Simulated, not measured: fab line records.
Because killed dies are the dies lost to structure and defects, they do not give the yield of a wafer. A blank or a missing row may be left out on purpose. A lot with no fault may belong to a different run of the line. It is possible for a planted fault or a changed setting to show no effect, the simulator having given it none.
Code-filled problem report in 8D (eight disciplines) form / flow nandHarc / the parts of the form that need people (team, actions taken, sign-off) are left out

1. THE ISSUE
Wafers without a fault read 0.997 a.u., standard deviation 0.0096; oesProductAu at NHARC_P_BONDPAD_ETCH_37 reads a mean of 0.780 a.u. on 2 wafers belonging to 2 lots. Measured from the usual mean, that is -23 standard deviations.
The step: etches the open film in N2/H2, target depth 60 nm, overetch 18 nm, time 65.91 s.
First seen on wafer L393.4, day 12 18:16, on rieDiel-11. The record has a number at this step for 42 wafers belonging to 14 lots. Rule for "out" (also "out of limits"): further than 4 standard deviations from the usual mean. The other wafers with a number count as sound.

2. WHAT IT IS; WHAT IT IS NOT
question=which readings at this step | is=oesProductAu | is not=drypumpMotorCurrentA, rfVppV, showerheadPlenumPTorr
question=which lots | is=L392, L393 | is not=L378, L379, L380, L381, L382, L384, L385, L395, L398, L399, L400, L401
question=which wafers of those lots | is=L392.2, L393.4 | is not=L392.3, L392.5, L393.2, L393.5
question=read on which tools | is=rieDiel-11 | is not=rieDiel-03, rieDiel-08
question=when | is=from day 12 18:16 | is not=up to then (23 sound wafers); but 17 sound wafers of L392, L395, L398, L399, L400, L401 came after

3. WHAT RULES OUT EACH SUSPECT
Counting: if a tool at a process step up to the reading ran every lot that is out, it stays a suspect. Sound lots after the first of them don't rule it out here, since some wafers of a struck lot are sound.
- rieDiel-11 at NHARC_P_BONDPAD_ETCH_37 (etches the open film in N2/H2, target depth 60 nm, overetch 18 nm, time 65.91 s): kept. Ran every lot that is out, first one L393 (day 12 18:16); last sound lot up to then L385 (day 9 07:22). Its own oesProductAu readings are out on those wafers.
- In rieDiel-11 at NHARC_P_BONDPAD_ETCH_37, the wafers that are out were processed in chamber 0 and their sound lot-mates in chambers 1, 2, 3.
Left after counting: rieDiel-11 at NHARC_P_BONDPAD_ETCH_37.

4. THE CAUSE (what the simulator had put in)
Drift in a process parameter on rieDiel-11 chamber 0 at NHARC_P_BONDPAD_ETCH_37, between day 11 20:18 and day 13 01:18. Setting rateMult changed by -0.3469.
Only this tool survived the counting.

5. SEQUENCE OF EFFECTS, ordered by route
Rows list readings where the struck wafers' mean (over those with a number) sits beyond 3 standard deviations from the usual. Scope: only readings with a usual standard deviation given in the record; hours: median across lots of the time from each lot's start at the first step in this table that gives one to its start at this step; sigmas: change in usual standard deviations.
hours=0; step=NHARC_P_BONDPAD_ETCH_37; reading=oesProductAu; usual=0.997 a.u.; on struck wafers=0.780; change=-0.217; sigmas=-23
Here are the process steps it includes:
- NHARC_P_BONDPAD_ETCH_37: etches the open film in N2/H2, target depth 60 nm, overetch 18 nm, time 65.91 s.

6. HOW IT WOULD HAVE BEEN CAUGHT EARLIER
First out-of-limits reading in this record: day 12 18:16, which is 22 hours after fault onset at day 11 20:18.
